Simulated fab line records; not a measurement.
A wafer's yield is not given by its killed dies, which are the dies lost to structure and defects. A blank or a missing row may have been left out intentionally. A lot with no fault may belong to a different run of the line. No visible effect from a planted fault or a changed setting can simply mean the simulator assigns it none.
Matching of chambers -- flow n5_finfet -- N5_MOL_CONTACT_COAG_ALD_27 on ald_sin-04 has 4 sister chambers
The step deposits SiOC, target thk 17 nm, pulse time 1.5 s, time 2720 s. 4 wafers are shown with their chamber, then 8 later ones without.

## WAFERS WITH THEIR CHAMBER
wafer,chamber,heater_power_w (W)
L079.1,1,733
L080.5,0,734
L089.5,2,827
L090.1,3,723

## WAFERS WITHOUT THEIR CHAMBER
wafer,heater_power_w (W)
L090.2,739
L090.5,734
L095.1,845
L095.3,734
L095.4,721
L097.2,742
L097.5,732
L097.6,711

## CHAMBER TAKEN BY EACH
wafer,from the rows above,in truth
L090.2,can't be placed: 0 or 1 or 3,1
L090.5,can't be placed: 0 or 1 or 3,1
L095.1,2,2
L095.3,can't be placed: 0 or 1 or 3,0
L095.4,can't be placed: 3 or 1 or 0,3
L097.2,can't be placed: 0 or 1 or 3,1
L097.5,can't be placed: 1 or 0 or 3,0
L097.6,can't be placed: 3 or 1 or 0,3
Placed correctly: 1 of 8. Cannot be placed on the basis of these rows: 7; the candidates contain the true chamber in 7. Wrongly placed: 0.
How it was worked out, from the rows above alone: a wafer's distance from a chamber is the root of the sum, over the readings, of the square of ((its reading less the chamber's mean) divided by the reading's scatter). The wafer belongs to the nearest chamber; if the next one is less than 2 further off, it can't be placed. For every chamber, the mean is computed from those of its wafers that are shown. The scatter (one wafer shown for each chamber): square how far every hidden wafer sits from the nearest shown wafer, average those squares and take the square root.
